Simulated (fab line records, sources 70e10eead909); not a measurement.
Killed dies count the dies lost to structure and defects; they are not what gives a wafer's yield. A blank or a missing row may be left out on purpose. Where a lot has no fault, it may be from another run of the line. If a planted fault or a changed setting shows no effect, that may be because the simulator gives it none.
fab line records	flow nand-harc
record: lots: 24	wafers: 72	last-day: 33
route steps=1302 shown A_M0@1156 A_M1@1182 A_BONDPAD@1230
lots that met no fault: taken from a fault-free run of the same line
start-h: start of the lot's first displayed wafer, in hours after the record's first day	wait-h: hours since the lot's step before	" repeats the value in the row above	L1.1+2: several wafers, shown together as one row	- either no value or no given start	* or withheld: withheld	< > ~ a bound
route shown NAME@n: NAME is a module with steps in the file, n the number in the route of the first one	usual: the fault-free wafers' mean and standard deviation	same: alike in all rows	chamber/n: place in a boat	sites: each site's reading	_std_site: the standard deviation of these	_edge_site: inner sites' mean taken away from outer sites' mean	radius-mm: how far each site lies from the wafer's centre	mask NAME#n: copy n	behind: tool/chamber where the wafer was last shaped	hold: cause of the lot's hold/its duration in hours/its outcome	device: names the non-switching transistor (n, p or np)	end of line: the tests these same wafers got at the end of their route	for a step that has no rows: nothing shown but its recipe	killed: dies lost to structure and defects at the first sort, not the wafer's yield	map: a wafer's dies, x killed, . not, _ none there
set.NAME: the setting as run; set.NAME@STEP: as run at that earlier step	model.NAME: the simulator's own value behind a step, which no gauge read
the route's steps for a sample of lots (tables are steps, rows are wafers)
services: when a tool's chamber went out of use (start-h, in hours from the record's first day, below 0 if earlier), for how many hours, and the reason
== steps ==
step: NHARC_A_M0_DEGAS_28
recipe: temp-c: 250	time-s: 60
usual: heater-power-w: 336/36
lot.wafer	tool	chamber	start-h	wait-h	heater-power-w
L074.3	pvd-sputter-02	-	515.38	-	328
L074.4	"	-	"	"	343
L074.5	"	-	"	"	337
L076.2	pvd-sputter-02	-	537.22	-	334
L076.6	"	-	"	"	330
L076.5	"	-	"	"	273
L075.1	pvd-sputter-03	-	537.49	-	397
L075.2	"	-	"	"	378
L075.5	"	-	"	"	383
L077.1	pvd-sputter-02	-	552.46	-	324
L077.4	"	-	"	"	336
L077.5	"	-	"	"	330
L078.3	pvd-sputter-01	-	562.50	-	362
L078.5	"	-	"	"	360
L078.6	"	-	"	"	350
L079.4	pvd-sputter-03	-	587.50	-	396
L079.6	"	-	"	"	319
L079.5	"	-	"	"	410
L080.4	pvd-sputter-02	-	596.17	-	330
L080.3	"	-	"	"	327
L080.6	"	-	"	"	279
L081.1	pvd-sputter-03	-	603.81	-	396
L081.4	"	-	"	"	392
L081.5	"	-	"	"	318
L082.2	pvd-sputter-01	-	604.53	-	289
L082.3	"	-	"	"	372
L082.1	"	-	"	"	339
L083.3	pvd-sputter-01	-	624.51	-	285
L083.1	"	-	"	"	375
L083.6	"	-	"	"	331
L084.2	pvd-sputter-02	-	629.55	-	332
L084.1	"	-	"	"	283
L084.5	"	-	"	"	273
L085.2	pvd-sputter-01	-	631.74	-	330
L085.3	"	-	"	"	332
L085.6	"	-	"	"	378
L086.4	pvd-sputter-02	-	636.54	-	334
L086.1	"	-	"	"	334
L086.6	"	-	"	"	341
L087.4	pvd-sputter-02	-	654.82	-	323
L087.3	"	-	"	"	286
L087.6	"	-	"	"	344
L088.4	pvd-sputter-01	-	665.82	-	343
L088.5	"	-	"	"	293
L088.6	"	-	"	"	379
L089.2	pvd-sputter-03	-	669.74	-	326
L089.1	"	-	"	"	390
L089.4	"	-	"	"	388
L090.4	pvd-sputter-01	-	672.13	-	342
L090.3	"	-	"	"	292
L090.5	"	-	"	"	341
L091.4	pvd-sputter-03	-	714.35	-	303
L091.1	"	-	"	"	420
L091.5	"	-	"	"	302
L092.3	pvd-sputter-01	-	714.92	-	345
L092.2	"	-	"	"	326
L092.1	"	-	"	"	376
L093.1	pvd-sputter-02	-	719.43	-	344
L093.4	"	-	"	"	336
L093.5	"	-	"	"	339
L094.3	pvd-sputter-03	-	719.95	-	316
L094.5	"	-	"	"	299
L094.6	"	-	"	"	336
L095.2	pvd-sputter-03	-	739.46	-	404
L095.4	"	-	"	"	300
L095.6	"	-	"	"	393
L097.1	pvd-sputter-02	-	753.91	-	341
L097.2	"	-	"	"	283
L097.6	"	-	"	"	339
L096.1	pvd-sputter-03	-	755.53	-	319
L096.2	"	-	"	"	397
L096.5	"	-	"	"	411
step: NHARC_A_M1_DESCUM_14
recipe: time-s: 3	o2-flow-sccm: 200	ar-flow-sccm: 0	bias-power-w: 0	chemistry: O2
usual: drypump-motor-current-A: 5.7/0.53	oes-product-au: 1.001/0.0096	rf-vpp-V: 57.8/1	showerhead-plenum-p-Torr: 1.89/0.078	throttle-valve-pct: 11.310/0.0094
lot.wafer	tool	chamber	start-h	wait-h	drypump-motor-current-A	oes-product-au	rf-hours-counter-h	rf-vpp-V	showerhead-plenum-p-Torr	throttle-valve-pct
L074.3	rie-diel-12	0	518.75	0.1	5.5	1.016	3.4	58.8	2.01	11.327
L074.4	"	3	"	"	5.9	1.002	4.0	58.5	1.82	11.300
L074.5	"	0	"	"	5.5	1.018	-	57.3	2.01	11.297
L076.2	rie-diel-12	3	540.20	0.1	5.9	1.002	5.2	57.2	1.82	11.306
L076.5	"	2	"	"	5.1	0.996	-	57.1	1.82	11.316
L076.6	"	3	"	"	5.9	0.999	-	56.9	1.82	11.327
L075.2	rie-diel-12	1	540.54	0.1	6.2	0.996	5.8	57.8	1.89	11.301
L075.1	"	2	"	"	5.1	1.001	5.8	57.8	1.82	11.309
L075.5	"	1	"	"	6.3	0.989	-	58.4	1.89	11.305
L077.4	rie-diel-02	3	555.45	0.1	5.2	0.987	7.8	57.5	1.97	11.327
L077.1	"	0	"	"	5.5	1.008	7.1	58.2	1.81	11.305
L077.5	"	2	"	"	5.3	1.020	-	57.9	1.82	11.313
L078.3	rie-diel-12	0	565.83	0.1	5.5	1.002	5.2	57.7	2.01	11.312
L078.6	"	1	"	"	6.2	0.988	-	59.8	1.89	11.320
L078.5	"	0	"	"	5.5	1.011	-	57.8	2.01	11.306
L079.4	rie-diel-13	0	590.87	0.1	5.2	1.026	1.5	59.3	1.94	11.295
L079.6	"	2	"	"	5.0	1.011	-	57.6	1.79	11.307
L079.5	"	3	"	"	6.3	1.005	-	58.8	1.97	11.305
L080.4	rie-diel-12	2	599.29	0.1	5.1	1.008	8.8	58.1	1.81	11.290
L080.3	"	0	"	"	5.5	1.014	6.7	58.1	2.01	11.309
L080.6	"	2	"	"	5.1	1.003	-	58.1	1.81	11.315
L081.4	rie-diel-13	2	606.93	0.1	5.0	0.992	1.9	56.8	1.79	11.314
L081.1	"	3	"	"	6.3	0.998	1.6	58.3	1.97	11.321
L081.5	"	1	"	"	6.7	1.016	-	59.0	1.94	11.308
L082.3	rie-diel-02	1	607.64	0.1	5.7	1.000	1.3	57.9	1.97	11.308
L082.2	"	2	"	"	5.3	0.992	1.0	58.4	1.82	11.311
L082.1	"	3	"	"	5.2	0.992	1.1	58.4	1.97	11.311
L083.3	rie-diel-13	1	627.51	0.1	6.7	1.003	2.4	56.6	1.94	11.307
L083.1	"	0	"	"	5.2	1.025	2.1	57.9	1.94	11.306
L083.6	"	1	"	"	6.7	1.015	-	58.1	1.94	11.306
L084.1	rie-diel-02	3	632.73	0.1	5.2	1.002	1.6	57.4	1.97	11.297
L084.2	"	1	"	"	5.7	1.010	1.8	58.4	1.97	11.302
L084.5	"	3	"	"	5.2	0.994	-	58.5	1.97	11.328
L085.2	rie-diel-13	0	635.31	0.1	5.2	1.017	2.7	57.2	1.94	11.297
L085.3	"	1	"	"	6.7	1.000	2.9	57.4	1.94	11.318
L085.6	"	0	"	"	5.2	1.018	-	59.0	1.94	11.302
L086.1	rie-diel-12	3	641.69	0.1	5.9	0.995	1.3	58.5	1.82	11.297
L086.4	"	1	"	"	6.2	0.990	1.2	56.7	1.89	11.320
L086.6	"	3	"	"	5.9	0.985	-	56.2	1.82	11.306
L087.3	rie-diel-12	1	657.84	0.1	6.3	0.983	1.7	57.6	1.88	11.312
L087.4	"	2	"	"	5.1	1.001	1.7	55.3	1.81	11.321
L087.6	"	0	"	"	5.5	1.006	-	60.1	2.01	11.311
L088.4	rie-diel-12	2	669.01	0.1	5.1	0.990	2.0	57.9	1.81	11.322
L088.5	"	3	"	"	5.9	0.986	-	58.1	1.82	11.309
L088.6	"	0	"	"	5.5	0.997	-	58.1	2.01	11.326
L089.4	rie-diel-13	0	673.00	0.1	5.2	1.010	4.3	57.9	1.94	11.313
L089.2	"	1	"	"	6.7	1.002	4.4	57.6	1.94	11.311
L089.1	"	2	"	"	5.0	1.000	4.5	58.4	1.78	11.329
L090.4	rie-diel-12	1	675.13	0.1	6.3	0.993	2.8	57.3	1.88	11.316
L090.3	"	3	"	"	5.9	1.003	2.6	56.6	1.82	11.300
L090.5	"	2	"	"	5.1	1.005	-	57.3	1.81	11.310
L091.4	rie-diel-13	0	717.50	0.1	5.2	0.996	0.3	59.2	1.94	11.306
L091.1	"	1	"	"	6.7	1.004	0.3	58.1	1.94	11.317
L091.5	"	3	"	"	6.3	1.003	-	58.9	1.97	11.314
L092.1	rie-diel-13	3	718.01	0.1	6.3	1.011	0.5	57.0	1.97	11.311
L092.3	"	0	"	"	5.2	1.002	0.3	56.0	1.94	11.299
L092.2	"	1	"	"	6.7	1.012	0.3	57.7	1.94	11.306
L093.4	rie-diel-12	1	722.56	0.1	6.3	0.996	6.2	57.8	1.88	11.316
L093.1	"	3	"	"	5.8	0.993	5.3	57.7	1.82	11.311
L093.5	"	1	"	"	6.3	0.991	-	57.2	1.88	11.315
L094.3	rie-diel-12	0	723.10	0.1	5.5	0.993	5.8	58.5	2.01	11.308
L094.6	"	0	"	"	5.5	0.999	-	56.7	2.01	11.301
L094.5	"	1	"	"	6.3	0.984	-	58.1	1.88	11.304
L095.2	rie-diel-13	1	743.18	0.1	6.7	0.997	1.0	59.3	1.94	11.325
L095.4	"	3	"	"	6.3	1.012	1.2	59.8	1.97	11.300
L095.6	"	1	"	"	6.7	0.992	-	56.6	1.94	11.314
L097.2	rie-diel-02	0	756.94	0.1	5.5	0.994	0	56.4	1.81	11.326
L097.1	"	1	"	"	5.7	1.002	0	59.0	1.97	11.311
L097.6	"	1	"	"	5.7	0.993	-	57.9	1.97	11.323
L096.1	rie-diel-02	3	758.67	0.1	5.2	1.000	0.1	58.7	1.96	11.309
L096.2	"	0	"	"	5.5	1.000	0.1	58.5	1.81	11.306
L096.5	"	2	"	"	5.3	1.006	-	57.6	1.81	11.293
step: NHARC_A_M1_DEGAS_29
recipe: temp-c: 250	time-s: 60
usual: heater-power-w: 344/38
lot.wafer	tool	chamber	start-h	wait-h	heater-power-w
L074.4	pvd-sputter-03	-	519.77	-	324
L074.3	"	-	"	"	389
L074.5	"	-	"	"	308
L076.2	pvd-sputter-02	-	541.22	-	281
L076.6	"	-	"	"	325
L076.5	"	-	"	"	285
L075.1	pvd-sputter-01	-	541.56	-	358
L075.2	"	-	"	"	322
L075.5	"	-	"	"	360
L077.4	pvd-sputter-03	-	556.80	-	387
L077.1	"	-	"	"	325
L077.5	"	-	"	"	394
L078.3	pvd-sputter-03	-	566.94	-	330
L078.5	"	-	"	"	335
L078.6	"	-	"	"	392
L079.4	pvd-sputter-03	-	591.88	-	403
L079.5	"	-	"	"	315
L079.6	"	-	"	"	403
L080.4	pvd-sputter-02	-	600.29	-	331
L080.3	"	-	"	"	334
L080.6	"	-	"	"	348
L081.1	pvd-sputter-03	-	608.15	-	324
L081.4	"	-	"	"	398
L081.5	"	-	"	"	321
L082.1	pvd-sputter-03	-	608.67	-	405
L082.3	"	-	"	"	386
L082.2	"	-	"	"	323
L083.1	pvd-sputter-01	-	628.53	-	332
L083.3	"	-	"	"	373
L083.6	"	-	"	"	329
L084.1	pvd-sputter-03	-	633.74	-	406
L084.2	"	-	"	"	388
L084.5	"	-	"	"	397
L085.3	pvd-sputter-03	-	636.34	-	394
L085.2	"	-	"	"	390
L085.6	"	-	"	"	311
L086.4	pvd-sputter-03	-	642.73	-	402
L086.1	"	-	"	"	397
L086.6	"	-	"	"	329
L087.3	pvd-sputter-01	-	658.87	-	331
L087.4	"	-	"	"	287
L087.6	"	-	"	"	382
L088.4	pvd-sputter-01	-	670.01	-	335
L088.5	"	-	"	"	383
L088.6	"	-	"	"	342
L089.4	pvd-sputter-03	-	674.01	-	401
L089.2	"	-	"	"	389
L089.1	"	-	"	"	326
L090.4	pvd-sputter-03	-	676.14	-	320
L090.3	"	-	"	"	390
L090.5	"	-	"	"	320
L091.1	pvd-sputter-02	-	718.50	-	332
L091.4	"	-	"	"	292
L091.5	"	-	"	"	329
L092.2	pvd-sputter-03	-	719.01	-	296
L092.3	"	-	"	"	328
L092.1	"	-	"	"	376
L093.4	pvd-sputter-01	-	723.60	-	376
L093.1	"	-	"	"	351
L093.5	"	-	"	"	298
L094.3	pvd-sputter-01	-	724.15	-	321
L094.5	"	-	"	"	290
L094.6	"	-	"	"	377
L095.2	pvd-sputter-03	-	744.27	-	419
L095.4	"	-	"	"	387
L095.6	"	-	"	"	328
L097.1	pvd-sputter-02	-	757.95	-	327
L097.2	"	-	"	"	342
L097.6	"	-	"	"	323
L096.1	pvd-sputter-02	-	759.68	-	281
L096.2	"	-	"	"	328
L096.5	"	-	"	"	322
step: NHARC_A_M1_PVD_20
recipe: target-thk-a: 50	bias-v: 168.6	power-w: 15000	chamber-pressure-pa: 0.12	time-s: 8.06	substrate-temp-c: 50	material: TaN
usual: substrate-temp-c: 50.01/0.13	throttle-valve-pct: 29.8/0.93
lot.wafer	tool	chamber	start-h	wait-h	substrate-temp-c	throttle-valve-pct
L074.3	pvd-sputter-03	-	-	-	49.97	30.3
L074.4	"	-	"	"	50.01	28.9
L074.5	"	-	"	"	49.95	29.0
L076.2	pvd-sputter-02	-	-	-	49.92	29.9
L076.6	"	-	"	"	49.91	30.1
L076.5	"	-	"	"	49.76	27.8
L075.1	pvd-sputter-01	-	-	-	50.10	29.1
L075.2	"	-	"	"	50.12	28.3
L075.5	"	-	"	"	50.16	29.8
L077.1	pvd-sputter-03	-	-	-	49.84	29.4
L077.4	"	-	"	"	49.90	30.1
L077.5	"	-	"	"	49.62	29.6
L078.3	pvd-sputter-03	-	-	-	50.11	29.5
L078.5	"	-	"	"	50.13	29.6
L078.6	"	-	"	"	50.14	30.1
L079.4	pvd-sputter-03	-	-	-	49.83	29.6
L079.6	"	-	"	"	49.96	29.6
L079.5	"	-	"	"	50.20	30.2
L080.3	pvd-sputter-02	-	-	-	50.08	29.2
L080.4	"	-	"	"	50.21	30.1
L080.6	"	-	"	"	50.01	31.3
L081.4	pvd-sputter-03	-	-	-	49.67	29.8
L081.1	"	-	"	"	50.14	29.1
L081.5	"	-	"	"	50.04	29.6
L082.3	pvd-sputter-03	-	-	-	49.94	29.6
L082.1	"	-	"	"	49.97	29.7
L082.2	"	-	"	"	50.00	29.9
L083.3	pvd-sputter-01	-	-	-	49.88	32.5
L083.1	"	-	"	"	49.78	29.9
L083.6	"	-	"	"	50.19	30.2
L084.1	pvd-sputter-03	-	-	-	50.07	29.5
L084.2	"	-	"	"	49.90	30.1
L084.5	"	-	"	"	49.88	29.9
L085.3	pvd-sputter-03	-	-	-	49.99	29.4
L085.2	"	-	"	"	49.90	30.0
L085.6	"	-	"	"	49.97	29.9
L086.4	pvd-sputter-03	-	-	-	50.13	29.6
L086.1	"	-	"	"	49.96	30.0
L086.6	"	-	"	"	50.08	29.7
L087.3	pvd-sputter-01	-	-	-	50.14	30.4
L087.4	"	-	"	"	49.86	28.5
L087.6	"	-	"	"	50.30	30.4
L088.4	pvd-sputter-01	-	-	-	49.94	32.2
L088.6	"	-	"	"	50.01	32.5
L088.5	"	-	"	"	49.94	29.6
L089.1	pvd-sputter-03	-	-	-	50.15	29.5
L089.2	"	-	"	"	50.10	29.8
L089.4	"	-	"	"	50.02	29.5
L090.4	pvd-sputter-03	-	-	-	49.90	30.0
L090.3	"	-	"	"	49.91	29.9
L090.5	"	-	"	"	49.85	29.5
L091.1	pvd-sputter-02	-	-	-	50.09	28.3
L091.4	"	-	"	"	49.98	31.1
L091.5	"	-	"	"	50.09	29.4
L092.2	pvd-sputter-03	-	-	-	50.13	29.1
L092.3	"	-	"	"	49.89	29.8
L092.1	"	-	"	"	50.11	28.3
L093.4	pvd-sputter-01	-	-	-	50.13	32.2
L093.1	"	-	"	"	50.05	28.5
L093.5	"	-	"	"	50.21	32.2
L094.3	pvd-sputter-01	-	-	-	49.83	32.4
L094.6	"	-	"	"	49.90	32.2
L094.5	"	-	"	"	49.86	29.9
L095.4	pvd-sputter-03	-	-	-	50.09	28.2
L095.2	"	-	"	"	49.94	30.2
L095.6	"	-	"	"	50.15	29.8
L097.1	pvd-sputter-02	-	-	-	49.81	30.8
L097.2	"	-	"	"	50.00	29.5
L097.6	"	-	"	"	49.86	31.0
L096.2	pvd-sputter-02	-	-	-	49.95	31.1
L096.1	"	-	"	"	50.02	29.4
L096.5	"	-	"	"	50.04	31.1
step: NHARC_A_M1_THK_MEAS_24
recipe: thk-meas-gauge: xrf
usual: thk-nm: 154.8/1.5
lot.wafer	tool	chamber	start-h	wait-h	thk-nm
L074.3	film-metro-02	-	521.20	-	152.6
L074.4	"	-	"	"	155.5
L074.5	"	-	"	"	154.3
L076.2	film-metro-01	-	542.61	-	155.6
L076.5	"	-	"	"	153.1
L076.6	"	-	"	"	158.3
L075.1	film-metro-02	-	542.95	-	152.5
L075.2	"	-	"	"	154.6
L075.5	"	-	"	"	154.4
L077.1	film-metro-01	-	558.19	-	154.2
L077.4	"	-	"	"	157.2
L077.5	"	-	"	"	156.0
L078.3	film-metro-02	-	568.34	-	155.3
L078.5	"	-	"	"	156.2
L078.6	"	-	"	"	154.4
L079.4	film-metro-01	-	593.27	-	154.5
L079.5	"	-	"	"	154.6
L079.6	"	-	"	"	155.5
L080.3	film-metro-02	-	601.70	-	152.7
L080.4	"	-	"	"	156.0
L080.6	"	-	"	"	153.2
L081.1	film-metro-01	-	609.54	-	155.1
L081.4	"	-	"	"	155.3
L081.5	"	-	"	"	153.8
L082.1	film-metro-01	-	610.06	-	154.4
L082.2	"	-	"	"	154.6
L082.3	"	-	"	"	154.1
L083.1	film-metro-01	-	629.93	-	155.5
L083.3	"	-	"	"	155.4
L083.6	"	-	"	"	156.0
L084.1	film-metro-01	-	635.18	-	156.3
L084.2	"	-	"	"	152.2
L084.5	"	-	"	"	154.7
L085.2	film-metro-01	-	637.72	-	156.4
L085.3	"	-	"	"	155.4
L085.6	"	-	"	"	154.0
L086.1	film-metro-02	-	644.11	-	154.8
L086.4	"	-	"	"	155.8
L086.6	"	-	"	"	154.2
L087.3	film-metro-01	-	660.26	-	151.7
L087.4	"	-	"	"	153.6
L087.6	"	-	"	"	154.6
L088.4	film-metro-02	-	671.40	-	153.8
L088.5	"	-	"	"	154.3
L088.6	"	-	"	"	153.6
L089.1	film-metro-02	-	675.41	-	154.7
L089.2	"	-	"	"	154.7
L089.4	"	-	"	"	155.8
L090.3	film-metro-01	-	677.54	-	155.5
L090.4	"	-	"	"	152.4
L090.5	"	-	"	"	155.5
L091.1	film-metro-01	-	719.92	-	154.5
L091.4	"	-	"	"	155.3
L091.5	"	-	"	"	151.3
L092.1	film-metro-02	-	720.41	-	152.8
L092.2	"	-	"	"	156.3
L092.3	"	-	"	"	154.5
L093.1	film-metro-01	-	724.99	-	152.5
L093.4	"	-	"	"	153.7
L093.5	"	-	"	"	153.8
L094.3	film-metro-01	-	725.54	-	155.8
L094.5	"	-	"	"	154.6
L094.6	"	-	"	"	155.4
L095.2	film-metro-02	-	745.66	-	155.5
L095.4	"	-	"	"	154.3
L095.6	"	-	"	"	155.7
L097.1	film-metro-02	-	759.35	-	156.0
L097.2	"	-	"	"	154.8
L097.6	"	-	"	"	156.1
L096.1	film-metro-02	-	761.08	-	157.9
L096.2	"	-	"	"	154.8
L096.5	"	-	"	"	156.7
step: NHARC_A_BONDPAD_ANNEAL_28
recipe: temp-c: 225	time-s: 90
usual: wafer_temp_C_max: 225.9/0.32
lot.wafer	tool	chamber	start-h	wait-h	wafer_temp_C_max
L074.3	rtp-anneal-01	0	525.27	0.3	225.6
L074.4	"	0	"	"	225.8
L074.5	"	0	"	"	225.6
L076.2	rtp-anneal-01	0	546.49	0.4	226.0
L076.5	"	0	"	"	226.1
L076.6	"	0	"	"	226.0
L075.1	rtp-anneal-01	0	546.93	0.3	225.7
L075.2	"	0	"	"	225.6
L075.5	"	0	"	"	225.8
L077.1	rtp-anneal-02	0	562.17	-	226.2
L077.4	"	0	"	"	226.5
L077.5	"	0	"	"	226.2
L078.3	rtp-anneal-01	0	572.51	0.3	225.8
L078.5	"	0	"	"	225.8
L078.6	"	0	"	"	225.7
L079.4	rtp-anneal-02	0	597.40	0.3	226.0
L079.5	"	0	"	"	226.0
L079.6	"	0	"	"	226.6
L080.3	rtp-anneal-01	0	605.75	-	225.8
L080.4	"	0	"	"	225.7
L080.6	"	0	"	"	226.2
L081.1	rtp-anneal-02	0	613.50	0.3	226.2
L081.4	"	0	"	"	226.0
L081.5	"	0	"	"	225.9
L082.1	rtp-anneal-01	0	614.03	0.3	225.8
L082.2	"	0	"	"	226.0
L082.3	"	0	"	"	225.7
L083.1	rtp-anneal-02	0	633.85	-	225.9
L083.3	"	0	"	"	226.3
L083.6	"	0	"	"	225.8
L084.1	rtp-anneal-01	0	639.15	0.3	225.5
L084.2	"	0	"	"	225.9
L084.5	"	0	"	"	225.6
L085.2	rtp-anneal-02	0	642.80	-	226.2
L085.3	"	0	"	"	226.1
L085.6	"	0	"	"	226.0
L086.1	rtp-anneal-01	0	648.00	-	225.6
L086.4	"	0	"	"	225.8
L086.6	"	0	"	"	225.4
L087.3	rtp-anneal-01	0	664.33	-	225.6
L087.4	"	0	"	"	226.2
L087.6	"	0	"	"	225.7
L088.4	rtp-anneal-02	0	675.45	-	225.8
L088.5	"	0	"	"	226.8
L088.6	"	0	"	"	226.1
L089.1	rtp-anneal-01	0	679.25	0.3	225.6
L089.2	"	0	"	"	225.8
L089.4	"	0	"	"	225.8
L090.3	rtp-anneal-01	0	681.69	0.4	225.4
L090.4	"	0	"	"	225.5
L090.5	"	0	"	"	225.9
L091.1	rtp-anneal-02	0	723.90	0.3	226.5
L091.4	"	0	"	"	226.4
L091.5	"	0	"	"	226.9
L092.1	rtp-anneal-01	0	724.53	0.3	226.0
L092.2	"	0	"	"	225.6
L092.3	"	0	"	"	225.4
L093.1	rtp-anneal-02	0	728.98	0.3	226.6
L093.4	"	0	"	"	226.3
L093.5	"	0	"	"	226.2
L094.3	rtp-anneal-02	0	729.65	0.3	226.4
L094.5	"	0	"	"	225.8
L094.6	"	0	"	"	226.1
L095.2	rtp-anneal-01	0	750.08	0.4	226.1
L095.4	"	0	"	"	225.8
L095.6	"	0	"	"	226.2
L097.1	rtp-anneal-01	0	763.38	0.3	225.8
L097.2	"	0	"	"	225.7
L097.6	"	0	"	"	225.9
L096.1	rtp-anneal-01	0	765.17	-	225.7
L096.2	"	0	"	"	225.9
L096.5	"	0	"	"	226.2
== services ==
tool	chamber	start-h	hours	kind
rie-diel-13	0	494.18	1.9	repair
pvd-sputter-02	-	501.58	3.7	repair
pvd-sputter-03	-	506.61	9.4	repair
rie-diel-13	-	519.00	9.0	pm
pvd-sputter-01	-	520.57	2.9	repair
pvd-sputter-03	-	526.01	10.0	pm
rie-diel-13	0	534.75	1.9	repair
rie-diel-12	3	561.75	4.6	repair
rie-diel-12	-	577.83	1.6	repair
pvd-sputter-01	-	582.00	10.0	pm
rie-diel-12	0	600.75	13.1	repair
rie-diel-12	3	603.23	15.4	repair
pvd-sputter-01	-	622.08	1.7	repair
rie-diel-12	-	622.40	9.0	pm
pvd-sputter-02	-	638.14	10.0	pm
pvd-sputter-03	-	659.93	7.6	repair
pvd-sputter-01	-	662.90	0.6	repair
pvd-sputter-01	-	676.09	2.6	repair
pvd-sputter-02	-	692.86	8.6	repair
pvd-sputter-03	-	704.01	10.0	pm
pvd-sputter-01	-	738.31	37.5	repair
rie-diel-12	0	743.10	13.6	repair
rtp-anneal-02	-	744.13	12.0	pm
rie-diel-12	3	755.18	4.8	repair
== key ==
fault none
